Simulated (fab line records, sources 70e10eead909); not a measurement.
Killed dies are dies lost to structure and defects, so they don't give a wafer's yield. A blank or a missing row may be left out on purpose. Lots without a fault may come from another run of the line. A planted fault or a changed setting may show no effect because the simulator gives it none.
One fault seen from 3 desks | flow nand_harc | each desk has only its own numbers; what lay behind them comes last

THE METROLOGY DESK
What the gauges read, lot by lot, whatever tool the lot ran on: means of the sampled wafers that have a number. A lot is out of limits, marked OUT, if its mean lies more than 4 standard deviations from the usual mean; the brackets give that distance.
Columns: A = cd_nm at NHARC_P_STI_CD_MEAS_09, usual 200.9 nm; B = overlay_x_nm at NHARC_P_STI_OVL_MEAS_10, usual 0 nm; C = overlay_y_nm at NHARC_P_STI_OVL_MEAS_10, usual 2 nm; D = cd_nm at NHARC_P_STI_CD_MEAS_16, usual 201 nm
lot  | first seen here | A     | B  | C  | D
L642 | day 2 23:25     | 199.4 | 5  | 14 | 198
L648 | day 5 07:07     | 200.2 | -3 | 6  | 200
L649 | day 5 17:34     | 197.9 | -3 | -9 | 196
L658 | day 9 12:06     | 210.6 | 4  | -8 | 210
L659 | day 9 20:29     | 209.5 | -5 | -1 | 210
L661 | day 10 18:07    | 203.7 | 1  | -1 | 203
L662 | day 11 05:19    | 200.3 | 4  | 10 | 201
This desk's finding: nothing out of limits on any of the 7 lots.

THE TOOL OWNER'S DESK: krf_scanner-02
The tool's own readings at NHARC_P_STI_EXPOSE_06 (exposes mask P STI, target cd 200 nm): means of the sampled wafers that have a number, for each lot that ran on this tool. A lot is out of limits, marked OUT, if its mean lies more than 4 standard deviations from the usual mean; the brackets give that distance.
Columns: A = exposure_dose_mJ_cm2 at NHARC_P_STI_EXPOSE_06, usual 37.76
lot  | first seen here | A
L642 | day 2 23:16     | 37.67
L658 | day 9 11:57     | 39.32 (+10) OUT
L659 | day 9 20:20     | 38.96 (+8.0) OUT
L661 | day 10 17:59    | 38.62 (+5.7) OUT
This desk's finding: out of limits on L658, L659, L661; first on L658, day 9 11:57 (exposure_dose_mJ_cm2 at NHARC_P_STI_EXPOSE_06). In limits: L642.

THE DEFECT DESK
What the inspections along the route counted, lot by lot: means of the sampled wafers that have a number. A lot is out of limits, marked OUT, if its mean lies more than 4 standard deviations from the usual mean; the brackets give that distance.
Columns: A = raw_defect_count at NHARC_P_ZERO_WELL_INSPECT_43, usual 14; B = raw_defect_count at NHARC_P_STI_INSPECT_11, usual 6
lot  | first seen here | A  | B
L642 | day 2 04:01     | 12 | 5
L648 | day 4 15:43     | 7  | 5
L649 | day 5 01:34     | 22 | 9
L658 | day 8 21:24     | 16 | 4
L659 | day 9 05:32     | 20 | 2
L661 | day 10 02:13    | 11 | 4
L662 | day 10 14:38    | 17 | 10
This desk's finding: nothing out of limits on any of the 7 lots.

PUT TOGETHER
The tool owner's desk could have raised an alarm at day 9 11:57, on L658, L659, L661.
The metrology desk saw nothing out of limits.
The defect desk saw nothing out of limits.
The metrology desk has L658, L659, L661 on record, within its limits.
The defect desk has L658, L659, L661 on record, within its limits.
Of the lots named, all ran NHARC_P_STI_EXPOSE_06 on krf_scanner-02.

WHAT THE SIMULATOR HAD PUT IN
Process parameter drift: krf_scanner-02, from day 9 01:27 on, at NHARC_P_STI_EXPOSE_06. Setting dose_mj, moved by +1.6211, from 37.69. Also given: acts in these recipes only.
Lots struck among those shown: L658, L659, L661.
Hours from the fault's start to each desk's first reading out of limits: the tool owner's desk, 10.
